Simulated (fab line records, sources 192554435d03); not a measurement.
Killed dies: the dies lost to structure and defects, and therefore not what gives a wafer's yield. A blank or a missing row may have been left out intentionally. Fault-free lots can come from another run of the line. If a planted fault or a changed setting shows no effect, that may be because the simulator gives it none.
fab line records	flow n5-finfet
[record] lots = 10	wafers = 26	last-day = 19
route steps=1938 shown BEOL_M1@753 BEOL_M4@1111 PASSIVATION@1936
lots that met no fault: taken from a fault-free run of the same line
start-h: hours from the record's opening day to when the first of the lot's shown wafers began	wait-h: time in hours since the lot's previous step	" same as the row above	L1.1+2: several wafers, shown together as one row	- value missing, or start not given	* or withheld: withheld	< > ~ a bound
route shown NAME@n: NAME is a module with steps in the file, n the number in the route of the first one	usual: mean/standard deviation of fault-free wafers	same: alike in all rows	chamber/n: place in a boat	sites: per-site readings	_std_site: standard deviation of those values	_edge_site: the outer-site mean with the inner-site mean subtracted	radius-mm: for every site, how far away it sits from the centre of the wafer	mask NAME#n: copy n	behind: the most recent tool/chamber to have shaped the wafer	hold: what put the lot on hold/how long, in hours/how the hold closed	device: the transistor (n, p or np) that didn't switch	end of line: tests of these same wafers at the route's end	step lacking rows: just its recipe	killed: count of dies lost to structure and defects at first sort (not the wafer's yield)	map: dies across one wafer; x = killed, . = not, _ = none there
set.NAME: the setting that was run; set.NAME@STEP: the one run at that earlier step	model.NAME: the simulator's own value behind a step, which no gauge read
route steps across a sampled set of lots; one table per step, one row per wafer
services: from which hour (start-h, from the record's first day; less than 0 if before it) a tool's chamber was out of use, for how many hours, and why
[[steps]]
[step N5_BEOL_M1_PECVD_72]
[recipe] material = SiO2	target-thk-a = 160	temp-c = 400	precursor = TEOS/O2	pressure-torr = 5.5	rf-w = 450	teos-flow-sccm = 53.8	gas = O2	flow-sccm = 3000	time-s = 18
[usual] heater-power-outer-w = 425/52	heater-power-w = 713/86	showerhead-plenum-p-Torr = 8.79/0.052	throttle-valve-pct = 22.3/1.3
lot.wafer	tool	chamber	start-h	wait-h	heater-power-outer-w	heater-power-w	showerhead-plenum-p-Torr	since-wet-clean-h	throttle-valve-pct
L621.3	pecvd-03	2	136.19	0.0	482	873	8.72	257	20.8
L621.4	"	1	"	"	522	863	8.73	-	25.8
L621.6	"	2	"	"	477	870	8.73	-	21.0
L624.2	pecvd-04	1	154.18	0.0	353	587	8.79	1946	22.1
L624.5	"	1	"	"	354	566	8.80	-	22.0
L624.6	"	2	"	"	414	720	8.83	-	22.1
L625.1	pecvd-02	1	159.05	0.0	418	657	8.86	1407	21.5
L625.2	"	2	"	"	426	731	8.74	2132	24.7
L626.3	pecvd-03	2	160.76	0.1	480	867	8.73	-	20.8
L626.5	"	0	"	"	402	693	8.72	-	22.8
L626.6	"	2	"	"	477	882	8.74	-	21.1
L628.1	pecvd-02	2	177.50	0.0	516	824	8.76	2150	24.3
L628.4	"	1	"	"	438	715	8.90	-	21.7
L630.2	pecvd-04	2	190.00	0.0	395	681	8.85	502	22.3
L630.4	"	2	"	"	397	683	8.83	-	22.2
L630.5	"	0	"	"	463	659	8.83	-	21.7
L631.1	pecvd-02	0	194.69	0.0	333	615	8.83	717	21.5
L631.2	"	2	"	"	511	830	8.75	2167	24.2
L632.2	pecvd-02	1	199.24	0.0	396	645	8.84	1447	21.6
L632.6	"	2	"	"	437	723	8.76	-	24.2
L639.2	pecvd-03	2	246.57	0.0	491	884	8.72	367	21.2
L639.5	"	1	"	"	473	795	8.72	-	25.9
L639.6	"	2	"	"	479	882	8.73	-	21.1
L642.1	pecvd-04	1	258.99	0.0	423	691	8.81	2050	21.9
L642.3	"	0	"	"	429	581	8.80	1325	21.8
L642.5	"	2	"	"	443	732	8.82	-	22.4
[step N5_BEOL_M1_ANNEAL_93]
[recipe] temp-c = 400	time-s = 240	ambient = vacuum
[usual] heater-power-w = 867/73
lot.wafer	tool	chamber	start-h	wait-h	heater-power-w
L621.3	pvd-sputter-01	-	145.00	0.0	907
L621.4	"	-	"	"	859
L621.6	"	-	"	"	878
L624.2	pvd-sputter-03	-	162.86	0.0	699
L624.5	"	-	"	"	866
L624.6	"	-	"	"	736
L625.1	pvd-sputter-02	-	171.30	0.0	934
L625.2	"	-	"	"	814
L626.3	pvd-sputter-03	-	171.76	0.0	854
L626.5	"	-	"	"	873
L626.6	"	-	"	"	867
L628.1	pvd-sputter-02	-	191.97	0.0	773
L628.4	"	-	"	"	802
L630.2	pvd-sputter-02	-	198.60	0.0	798
L630.4	"	-	"	"	833
L630.5	"	-	"	"	824
L631.1	pvd-sputter-01	-	204.16	0.0	882
L631.2	"	-	"	"	960
L632.2	pvd-sputter-01	-	207.94	0.0	952
L632.6	"	-	"	"	930
L639.2	pvd-sputter-03	-	267.33	0.0	913
L639.5	"	-	"	"	738
L639.6	"	-	"	"	885
L642.1	pvd-sputter-03	-	272.19	0.0	956
L642.3	"	-	"	"	843
L642.5	"	-	"	"	950
[step N5_BEOL_M1_ANNEAL_51]
[recipe] temp-c = 225	time-s = 90	ambient = N2
[usual] wafer_temp_C_max = 226.01/0.24
lot.wafer	tool	chamber	start-h	wait-h	wafer_temp_C_max
L621.3	rtp-anneal-02	0	145.64	0.1	225.84
L621.4	"	0	"	"	226.24
L621.6	"	0	"	"	226.27
L624.2	rtp-anneal-01	0	163.50	0.2	225.91
L624.5	"	0	"	"	226.06
L624.6	"	0	"	"	226.27
L625.1	rtp-anneal-02	0	172.31	0.5	225.57
L625.2	"	0	"	"	225.73
L626.3	rtp-anneal-01	0	172.52	0.3	225.93
L626.5	"	0	"	"	225.89
L626.6	"	0	"	"	226.36
L628.1	rtp-anneal-01	0	192.53	0.1	225.98
L628.4	"	0	"	"	226.17
L630.2	rtp-anneal-02	0	199.20	0.1	226.20
L630.4	"	0	"	"	226.08
L630.5	"	0	"	"	226.25
L631.1	rtp-anneal-02	0	204.71	0.1	225.64
L631.2	"	0	"	"	226.41
L632.2	rtp-anneal-01	0	208.54	0.1	225.88
L632.6	"	0	"	"	226.18
L639.2	rtp-anneal-02	0	267.93	0.1	225.86
L639.5	"	0	"	"	225.84
L639.6	"	0	"	"	225.64
L642.1	rtp-anneal-02	0	272.74	0.1	225.83
L642.3	"	0	"	"	225.99
L642.5	"	0	"	"	225.80
[step N5_BEOL_M1_CMP_52]
[recipe] stop-on = SiOC	t-overpolish-s = 6.8	down-force-psi = 1	platen-rpm = 50	clearing-platen-down-force-psi = 1.5	clearing-platen-rpm = 50	post-cmp-clean = cu-alkaline	target-thk-nm = 40	clearing-platen-pad-velocity-m-s = 0.99484	pad-velocity-m-s = 0.99484
[usual] barrier-field-endpoint-s = 24.9/0.56	motor-current-A = 6.1/0.43
lot.wafer	tool	chamber	start-h	wait-h	barrier-field-endpoint-s	motor-current-A
L621.4	cmp-03	1	146.00	0.3	25.5	5.9
L621.3	"	2	"	"	25.8	6.2
L621.6	"	1	"	"	25.1	5.7
L624.2	cmp-02	3	164.30	0.7	25.1	5.3
L624.6	"	0	"	"	24.7	6.3
L624.5	"	1	"	"	25.8	5.8
L625.2	cmp-02	0	172.62	0.2	25.5	6.5
L625.1	"	3	"	"	25.4	5.4
L626.3	cmp-02	3	172.99	0.4	24.4	5.8
L626.5	"	1	"	"	24.4	5.5
L626.6	"	2	"	"	24.3	6.7
L628.4	cmp-02	0	193.16	0.4	25.6	6.5
L628.1	"	1	"	"	25.0	5.7
L630.4	cmp-03	3	199.58	0.2	25.4	5.9
L630.2	"	0	"	"	25.1	6.6
L630.5	"	2	"	"	25.4	6.6
L631.1	cmp-02	3	205.02	0.3	25.7	5.6
L631.2	"	2	"	"	20.7	6.4
L632.2	cmp-02	1	209.02	0.4	20.7	5.8
L632.6	"	3	"	"	25.8	5.6
L639.2	cmp-04	1	269.10	1.1	24.9	5.9
L639.5	"	2	"	"	25.4	6.8
L639.6	"	3	"	"	24.8	5.8
L642.1	cmp-03	2	273.08	0.3	25.2	6.4
L642.3	"	3	"	"	24.6	5.4
L642.5	"	2	"	"	24.2	6.4
[step N5_BEOL_M1_DEP_57]
[recipe] material = SiCN	target-thk-a = 80	temp-c = withheld	precursor = 3MS/NH3	pressure-torr = 3	rf-w = 202	time-s = 14
[usual] showerhead-plenum-p-Torr = 3.669/0.011	throttle-valve-pct = 9.0/0.51
lot.wafer	tool	chamber	start-h	wait-h	showerhead-plenum-p-Torr	since-wet-clean-h	throttle-valve-pct
L621.3	pecvd-04	0	146.49	0.0	3.668	1213	8.8
L621.4	"	2	"	"	3.681	-	9.0
L621.6	"	0	"	"	3.665	-	8.9
L624.2	pecvd-04	2	164.67	0.0	3.679	477	8.8
L624.5	"	2	"	"	3.676	-	9.0
L624.6	"	1	"	"	3.666	-	8.8
L625.1	pecvd-04	1	173.11	0.0	3.675	1964	9.0
L625.2	"	0	"	"	3.674	1239	9.1
L626.3	pecvd-04	2	173.40	0.0	3.674	486	9.1
L626.5	"	2	"	"	3.678	-	9.1
L626.6	"	1	"	"	3.672	-	8.8
L628.1	pecvd-02	2	193.57	0.0	3.663	2166	10.0
L628.4	"	2	"	"	3.658	-	10.1
L630.2	pecvd-04	0	200.03	0.0	3.673	1266	8.8
L630.4	"	2	"	"	3.671	-	9.1
L630.5	"	1	"	"	3.673	-	8.6
L631.1	pecvd-02	1	205.57	0.0	3.687	1453	8.9
L631.2	"	0	"	"	3.673	728	8.8
L632.2	pecvd-04	0	209.43	0.0	3.669	1276	8.9
L632.6	"	0	"	"	3.680	-	8.9
L639.2	pecvd-03	2	269.71	0.0	3.653	390	8.6
L639.5	"	0	"	"	3.648	-	9.1
L639.6	"	1	"	"	3.659	-	10.4
L642.1	pecvd-03	0	273.55	0.0	3.652	1159	9.5
L642.3	"	2	"	"	3.665	394	8.7
L642.5	"	0	"	"	3.650	-	9.2
[step N5_BEOL_M4_RC_MEAS_101]
[usual] DIBL_N = 36.4/1.9	DIBL_P = 35.8/2.1	IOFF_N = 0.158/0.029	IOFF_P = 0.21/0.035	ION_N = 676/14	ION_P = 465/9.7	SS_N = 71.5/0.66	SS_P = 73.4/0.7	VT_N = 249.8/3	VT_P = -250/3.3
lot.wafer	tool	chamber	start-h	wait-h	DIBL_N[mV/V]	DIBL_P[mV/V]	IOFF_N[nA/um]	IOFF_P[nA/um]	ION_N[uA/um]	ION_P[uA/um]	SS_N[mV/dec]	SS_P[mV/dec]	VT_N[mV]	VT_P[mV]
L621.3	prober-02	0	202.43	0.3	38.1	37.1	0.194	0.26	698	479	71.5	73.5	243.8	-245
L621.4	"	0	"	"	37.7	36.5	0.180	0.25	703	489	71.7	73.9	246.4	-247
L621.6	"	0	"	"	35.1	33.8	0.139	0.21	691	482	70.8	72.7	249.2	-247
L624.2	prober-01	0	226.16	0.2	34.3	32.2	0.113	0.18	676	473	70.4	72.4	255.0	-251
L624.5	"	0	"	"	37.0	34.8	0.145	0.22	664	462	71.4	73.2	250.7	-247
L624.6	"	0	"	"	34.0	31.5	0.107	0.18	661	461	70.4	72.1	254.0	-250
L625.1	prober-02	0	233.13	0.0	37.6	35.5	0.155	0.22	688	474	70.3	73.1	249.2	-248
L625.2	"	0	"	"	38.4	36.2	0.171	0.22	690	471	71.1	73.4	250.3	-246
L626.3	prober-01	0	233.73	0.3	37.8	37.2	0.177	0.26	676	473	71.2	73.9	248.1	-248
L626.5	"	0	"	"	37.5	37.2	0.171	0.26	676	471	71.5	74.0	248.2	-246
L626.6	"	0	"	"	35.5	34.2	0.135	0.20	667	465	70.9	73.1	252.9	-250
L628.1	prober-01	0	244.14	0.0	38.3	38.8	0.204	0.30	678	472	72.6	74.8	246.1	-246
L628.4	"	0	"	"	34.2	35.3	0.135	0.23	686	482	71.4	73.7	250.5	-246
L630.2	prober-01	0	261.57	0.2	38.9	37.3	0.190	0.27	707	484	71.1	73.9	243.9	-243
L630.4	"	0	"	"	38.0	35.8	0.161	0.22	687	470	71.3	73.3	248.4	-249
L630.5	"	0	"	"	41.7	40.5	0.228	0.31	708	482	72.0	74.9	242.3	-244
L631.1	prober-02	0	276.91	0.0	38.2	38.0	0.187	0.21	678	465	72.9	73.3	248.1	-250
L631.2	"	0	"	"	33.7	33.5	0.113	0.15	663	456	70.5	71.4	253.5	-253
L632.2	prober-01	0	286.32	0.2	36.3	36.4	0.150	0.20	664	454	71.9	73.8	249.2	-253
L632.6	"	0	"	"	37.1	36.8	0.162	0.21	683	460	71.9	73.5	251.9	-253
L639.2	prober-02	0	329.41	0.2	38.4	37.8	0.196	0.23	676	461	72.1	73.7	247.2	-247
L639.5	"	0	"	"	35.8	33.4	0.134	0.17	666	454	70.3	72.7	250.9	-251
L639.6	"	0	"	"	39.0	37.1	0.208	0.23	665	457	72.7	73.9	247.2	-250
L642.1	prober-01	0	346.11	0.0	33.6	33.7	0.126	0.18	668	463	72.0	72.9	252.8	-250
L642.3	"	0	"	"	31.6	31.8	0.110	0.16	667	462	70.6	72.2	253.3	-254
L642.5	"	0	"	"	30.2	30.0	0.091	0.14	652	455	70.8	71.9	257.4	-254
[step N5_PASSIVATION_PROBE_49]
[usual] defect-limited-yield = 91.3/1.3	killed_at_M0_to_M3 = 34/9.1	killed_at_M4_up = 14/5.6	killed-at-contacts = 13/5.9	killed-at-front-end = 39/11	killed-at-other = 3.6/3	killed-dies = 102/16	killed-open = 68/12	killed-short = 33/7.3	sort_bin_4_leakage = 0.00/0.01	sort_bin_5_function = 5.2/0.89	sort_bin_6_memory = 3.2/0.68	sort-n-pass = 1078/16	sort-yield-pct = 91.3/1.3
[same] gross-dies = 1180	killed-at-back-side = 0	sort_bin_8_speed[%] = 0
lot.wafer	tool	chamber	start-h	wait-h	defect-limited-yield[%]	killed_at_M0_to_M3	killed_at_M4_up	killed-at-contacts	killed-at-front-end	killed-at-other	killed-dies	killed-open	killed-short	sort_bin_4_leakage[%]	sort_bin_5_function[%]	sort_bin_6_memory[%]	sort-n-pass	sort-yield-pct[%]
L621.3	prober-02	-	313.52	0.1	91.9	28	8	5	47	8	96	60	34	0	4.7	3.4	1084	91.9
L621.4	prober-02	-	313.57	0.2	90.3	37	11	8	52	6	114	71	42	0	6.4	2.9	1066	90.3
L621.6	prober-02	-	313.67	0.3	89.9	40	16	13	48	2	119	85	33	0	5.3	4.5	1061	89.9
L624.2	prober-01	-	332.52	0.1	92.5	28	13	4	41	3	89	59	30	0	5.3	1.9	1091	92.5
L624.5	prober-01	-	332.67	0.2	90.5	34	24	1	44	9	112	72	37	0	4.9	4.3	1068	90.5
L624.6	prober-01	-	332.72	0.3	92.5	25	15	6	41	1	88	63	23	0	4.4	2.7	1092	92.5
L626.3	prober-01	-	334.15	0.1	92.3	30	12	4	39	6	91	52	38	0	4.4	3.1	1089	92.3
L626.5	prober-01	-	334.25	0.2	90.3	32	17	17	48	1	115	76	39	0	5.0	4.2	1065	90.3
L626.6	prober-01	-	334.30	0.3	93.5	27	14	4	32	0	77	56	21	0	3.9	2.5	1103	93.5
L625.1	prober-01	-	341.74	0.0	87.8	49	10	12	70	3	144	99	44	0	7.8	4.3	1036	87.8
L625.2	prober-01	-	341.79	0.1	88.6	50	13	18	52	2	135	89	44	0	6.6	4.4	1045	88.6
L628.1	prober-02	-	348.79	0.0	88.6	29	9	7	79	10	134	87	47	0.08	5.9	5.0	1045	88.6
L628.4	prober-02	-	348.94	0.2	88.4	29	18	15	72	3	137	90	46	0	7.2	4.2	1043	88.4
L630.2	prober-01	-	368.37	0.1	91.1	29	18	15	42	1	105	67	36	0	6.1	2.5	1075	91.1
L630.4	prober-01	-	368.47	0.2	89.2	32	34	15	45	2	128	86	33	0	6.5	3.5	1052	89.2
L630.5	prober-01	-	368.52	0.2	90.1	25	28	27	34	3	117	87	29	0	6.0	3.6	1063	90.1
L631.1	prober-02	-	381.00	0.0	92.1	33	18	8	30	4	93	61	32	0	4.6	3.1	1087	92.1
L631.2	prober-02	-	381.05	0.1	93.4	32	9	4	29	4	78	45	33	0	4.1	2.4	1102	93.4
L632.2	prober-02	-	399.18	0.1	90.1	40	7	20	36	14	117	80	36	0	5.6	4.0	1063	90.1
L632.6	prober-02	-	399.38	0.3	91.9	43	18	11	20	4	96	58	36	0	4.5	3.1	1084	91.9
L639.2	prober-02	-	439.32	0.1	91.6	49	7	13	27	3	99	73	24	0	4.4	3.8	1081	91.6
L639.5	prober-02	-	439.47	0.2	92.4	23	11	15	38	3	90	68	21	0	4.9	2.5	1090	92.4
L639.6	prober-02	-	439.52	0.3	92.2	27	7	28	23	7	92	59	33	0	4.5	3.0	1088	92.2
L642.1	prober-02	-	462.47	0.0	91.9	22	8	19	45	2	96	48	41	0	4.7	2.5	1084	91.9
L642.3	prober-02	-	462.57	0.1	94.3	24	6	9	27	1	67	40	24	0	3.4	2.0	1113	94.3
L642.5	prober-02	-	462.67	0.2	92.4	35	14	15	26	0	90	65	21	0	4.6	3.1	1090	92.4
// killed by level:class
L621.3 STI_FIN_REVEAL:geometric-particle:open=15 GATE_CUT:geometric-particle:short=8 STI_FIN_REVEAL:geometric-particle:short=7 BEOL_M0_SAQP:geometric-particle:open=5 BEOL_M1:geometric-particle:open=5 BEOL_M3:geometric-particle:open=5 DUMMY_GATE:geometric-particle:open=4 BEOL_M2:geometric-particle:open=4
L621.4 FIN_SAQP:geometric-particle:short=12 STI_FIN_REVEAL:geometric-particle:open=12 BEOL_M1:geometric-particle:open=8 BEOL_M2:geometric-particle:open=8 FIN_SAQP:geometric-particle:open=7 MOL_CONTACT_COAG:geometric-particle:open=7 BEOL_M3:geometric-particle:open=6 BEOL_M0_SAQP:geometric-particle:short=5
L621.6 BEOL_M2:geometric-particle:open=11 BEOL_M4:geometric-particle:open=11 STI_FIN_REVEAL:geometric-particle:open=10 GATE_CUT:geometric-particle:short=10 MOL_CONTACT_COAG:geometric-particle:open=10 GATE_CUT:geometric-particle:open=9 BEOL_M3:geometric-particle:open=7 BEOL_M0_SAQP:geometric-particle:open=6
L624.2 BEOL_M0_SAQP:geometric-particle:short=8 FIN_SAQP:geometric-particle:open=7 STI_FIN_REVEAL:geometric-particle:open=7 BEOL_M0_SAQP:geometric-particle:open=6 STARTING-WAFER:geometric-particle:open=5 ILD0:geometric-particle:open=4 BEOL_M2:geometric-particle:open=4 MOL_CONTACT_COAG:geometric-particle:open=4
L624.5 STI_FIN_REVEAL:geometric-particle:open=12 BEOL_M2:geometric-particle:open=7 BEOL_M1:geometric-particle:open=7 BEOL_M4:geometric-particle:open=7 BEOL_M6:geometric-particle:open=6 STI_FIN_REVEAL:geometric-particle:short=5 FIN_SAQP:geometric-particle:short=4 BEOL_M3:geometric-particle:open=4
L624.6 FIN_SAQP:geometric-particle:open=10 STI_FIN_REVEAL:geometric-particle:open=8 BEOL_M1:geometric-particle:open=7 BEOL_M4:geometric-particle:open=7 FIN_SAQP:geometric-particle:short=5 BEOL_M5:geometric-particle:open=5 BEOL_M2:geometric-particle:open=5 MOL_CONTACT_COAG:geometric-particle:open=4
L626.3 STI_FIN_REVEAL:geometric-particle:open=16 BEOL_M0_SAQP:geometric-particle:short=12 BEOL_M0_SAQP:geometric-particle:open=6 BEOL_M2:geometric-particle:open=6 STI_FIN_REVEAL:geometric-particle:short=4 GATE_CUT:geometric-particle:short=4 MOL_CONTACT_COAG:geometric-particle:open=4 BEOL_M2:geometric-particle:short=4
L626.5 STI_FIN_REVEAL:geometric-particle:open=15 MOL_CONTACT_COAG:geometric-particle:open=15 BEOL_M0_SAQP:geometric-particle:open=11 STI_FIN_REVEAL:geometric-particle:short=7 BEOL_M2:geometric-particle:short=7 FIN_SAQP:geometric-particle:open=6 BEOL_M2:geometric-particle:open=6 BEOL_M5:geometric-particle:open=5
L626.6 STI_FIN_REVEAL:geometric-particle:open=15 BEOL_M0_SAQP:geometric-particle:short=11 DUMMY_GATE:geometric-particle:open=8 BEOL_M4:geometric-particle:open=6 BEOL_M2:geometric-particle:open=4 MOL_CONTACT_COAG:geometric-particle:open=4 BEOL_M0_SAQP:geometric-particle:open=4 BEOL_M6:geometric-particle:open=3
L625.1 STI_FIN_REVEAL:geometric-particle:open=20 FIN_SAQP:geometric-particle:open=18 BEOL_M0_SAQP:geometric-particle:open=16 BEOL_M0_SAQP:geometric-particle:short=11 BEOL_M2:geometric-particle:open=11 MOL_CONTACT_COAG:geometric-particle:open=10 FIN_SAQP:geometric-particle:short=9 BEOL_M4:geometric-particle:open=5
L625.2 MOL_CONTACT_COAG:geometric-particle:open=16 FIN_SAQP:geometric-particle:open=14 BEOL_M0_SAQP:geometric-particle:open=12 BEOL_M3:geometric-particle:open=11 FIN_SAQP:geometric-particle:short=8 BEOL_M2:geometric-particle:open=8 GATE_CUT:geometric-particle:short=7 BEOL_M0_SAQP:geometric-particle:short=7
L628.1 FIN_SAQP:geometric-particle:open=27 GATE_CUT:geometric-particle:short=13 DUMMY_GATE:geometric-particle:open=7 MOL_CONTACT_COAG:geometric-particle:open=7 FIN_SAQP:geometric-particle:short=6 BEOL_M2:geometric-particle:open=6 ILD0:geometric-particle:open=6 STI_FIN_REVEAL:geometric-particle:open=5
L628.4 FIN_SAQP:geometric-particle:open=26 MOL_CONTACT_COAG:geometric-particle:open=13 GATE_CUT:geometric-particle:short=12 FIN_SAQP:geometric-particle:short=7 GATE_CUT:geometric-particle:open=6 BEOL_M4:geometric-particle:open=6 BEOL_M1:geometric-particle:open=5 ILD0:geometric-particle:open=5
L630.2 FIN_SAQP:geometric-particle:open=14 MOL_CONTACT_COAG:geometric-particle:open=8 BEOL_M3:geometric-particle:open=7 MOL_CONTACT_COAG:geometric-particle:short=7 BEOL_M4:geometric-particle:open=7 FIN_SAQP:geometric-particle:short=6 STI_FIN_REVEAL:geometric-particle:open=5 BEOL_M2:geometric-particle:open=5
L630.4 BEOL_M4:geometric-particle:open=21 MOL_CONTACT_COAG:geometric-particle:open=13 BEOL_M0_SAQP:geometric-particle:short=10 FIN_SAQP:geometric-particle:open=9 STI_FIN_REVEAL:geometric-particle:open=9 HKMG_FIN:area-etch=8 BEOL_M4:geometric-particle:short=7 BEOL_M3:geometric-particle:open=6
L630.5 MOL_CONTACT_COAG:geometric-particle:open=22 BEOL_M4:geometric-particle:open=19 FIN_SAQP:geometric-particle:open=12 FIN_SAQP:geometric-particle:short=10 BEOL_M0_SAQP:geometric-particle:open=6 BEOL_M2:geometric-particle:open=6 STI_FIN_REVEAL:geometric-particle:open=5 MOL_CONTACT_COAG:geometric-particle:short=5
L631.1 BEOL_M2:geometric-particle:open=15 BEOL_M4:geometric-particle:open=8 FIN_SAQP:geometric-particle:open=6 STI_FIN_REVEAL:geometric-particle:open=6 BEOL_M3:geometric-particle:open=6 MOL_CONTACT_COAG:geometric-particle:open=5 BEOL_M4:geometric-particle:short=5 FIN_SAQP:geometric-particle:short=4
L631.2 BEOL_M2:geometric-particle:open=8 GATE_CUT:geometric-particle:short=6 BEOL_M0_SAQP:geometric-particle:short=6 BEOL_M3:geometric-particle:open=6 FIN_SAQP:geometric-particle:short=5 BEOL_M0_SAQP:geometric-particle:open=5 FIN_SAQP:geometric-particle:open=4 BEOL_M4:geometric-particle:open=4
L632.2 MOL_CONTACT_COAG:geometric-particle:open=17 BEOL_M0_SAQP:geometric-particle:open=11 BEOL_M0_SAQP:geometric-particle:short=10 BEOL_M2:geometric-particle:open=10 STARTING-WAFER:geometric-particle:open=8 FIN_SAQP:geometric-particle:open=5 FIN_SAQP:geometric-particle:short=4 BEOL_M3:geometric-particle:open=4
L632.6 BEOL_M0_SAQP:geometric-particle:short=17 MOL_CONTACT_COAG:geometric-particle:open=10 BEOL_M0_SAQP:geometric-particle:open=10 FIN_SAQP:geometric-particle:open=6 BEOL_M1:geometric-particle:open=5 BEOL_M6:geometric-particle:open=4 DUMMY_GATE:geometric-particle:open=3 BEOL_M1:geometric-particle:short=3
L639.2 BEOL_M2:geometric-particle:open=18 BEOL_M3:geometric-particle:open=13 MOL_CONTACT_COAG:geometric-particle:open=12 STI_FIN_REVEAL:geometric-particle:open=8 FIN_SAQP:geometric-particle:short=7 BEOL_M0_SAQP:geometric-particle:open=6 BEOL_M1:geometric-particle:open=4 BEOL_M3:geometric-particle:short=4
L639.5 MOL_CONTACT_COAG:geometric-particle:open=13 FIN_SAQP:geometric-particle:open=10 STI_FIN_REVEAL:geometric-particle:open=7 BEOL_M4:geometric-particle:open=6 BEOL_M1:geometric-particle:open=6 FIN_SAQP:geometric-particle:short=5 ILD0:geometric-particle:open=4 BEOL_M0_SAQP:geometric-particle:open=4
L639.6 MOL_CONTACT_COAG:geometric-particle:open=24 BEOL_M3:geometric-particle:open=8 BEOL_M0_SAQP:geometric-particle:short=5 FIN_SAQP:geometric-particle:open=4 ILD0:geometric-particle:open=4 MOL_CONTACT_COAG:geometric-particle:short=4 BEOL_M1:geometric-particle:open=4 STARTING-WAFER:geometric-particle:short=4
L642.1 FIN_SAQP:geometric-particle:short=13 MOL_CONTACT_COAG:geometric-particle:open=13 BEOL_M3:geometric-particle:open=10 FIN_SAQP:geometric-particle:open=7 MOL_CONTACT_COAG:geometric-particle:short=6 HKMG_FIN:area-etch=5 BEOL_M2:geometric-particle:short=4 DUMMY_GATE:geometric-particle:open=3
L642.3 BEOL_M3:geometric-particle:open=12 STI_FIN_REVEAL:geometric-particle:open=5 MOL_CONTACT_COAG:geometric-particle:open=5 DUMMY_GATE:geometric-particle:open=4 MOL_CONTACT_COAG:geometric-particle:short=4 ILD0:geometric-particle:short=3 BEOL_M3:geometric-particle:short=3 STARTING-WAFER:geometric-particle:short=3
L642.5 MOL_CONTACT_COAG:geometric-particle:open=12 BEOL_M3:geometric-particle:open=10 BEOL_M2:geometric-particle:open=7 STI_FIN_REVEAL:geometric-particle:open=6 BEOL_M0_SAQP:geometric-particle:short=6 DUMMY_GATE:geometric-particle:open=5 BEOL_M0_SAQP:geometric-particle:open=4 BEOL_M6:geometric-particle:open=4
[[services]]
tool	chamber	start-h	hours	kind
pvd-sputter-02	-	112.78	1.3	repair
cmp-02	-	114.09	12.3	repair
cmp-04	-	140.92	4.0	pm
cmp-03	-	154.74	0.8	repair
pecvd-03	1	160.18	2.1	scheduled-down
pecvd-04	0	166.88	4.2	repair
pvd-sputter-02	-	180.38	6.8	repair
pecvd-02	-	181.41	9.7	repair
pvd-sputter-01	-	185.31	8.9	repair
pecvd-02	2	202.38	-	clean
pecvd-02	2	202.38	-	consumable-replace:showerhead
pecvd-02	2	202.38	29.0	scheduled-down
pecvd-02	2	202.38	29.0	vent-cycle
cmp-03	-	205.71	4.0	pm
cmp-03	-	209.71	-	consumable-replace:conditioner
cmp-03	-	209.71	-	consumable-replace:pad
cmp-03	-	217.15	13.6	repair
pecvd-04	-	222.57	1.0	repair
rtp-anneal-02	-	225.12	4.4	pm
pecvd-03	0	230.83	2.1	scheduled-down
pecvd-03	-	240.43	0.4	repair
pecvd-02	-	240.75	5.5	pm
cmp-04	-	246.72	2.4	repair
cmp-02	-	257.23	1.9	repair
[[key]]
[first-sign] step = N5_BEOL_M1_CMP_52	reading = barrier-field-endpoint-s	direction = down	sigmas = 7.5	usual = 24.9	struck = 20.7
effect none on later readings
met-at N5_BEOL_M1_PECVD_72
struck-lots L631,L632
struck-wafers L631.2,L632.2
not-acting-at N5_BEOL_M1_ANNEAL_93,N5_BEOL_M1_ANNEAL_51,N5_BEOL_M1_DEP_57
onset-between 177.50 194.69
[fault] kind = process-parameter-drift	tool = pecvd-02	chamber = -	onset-h = 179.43	steps = N5_BEOL_M1_PECVD_72	channel = time-s	offset = *	shape = step	end-h = 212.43	scope = struck-wafers-only	acts-in = *	stated = *
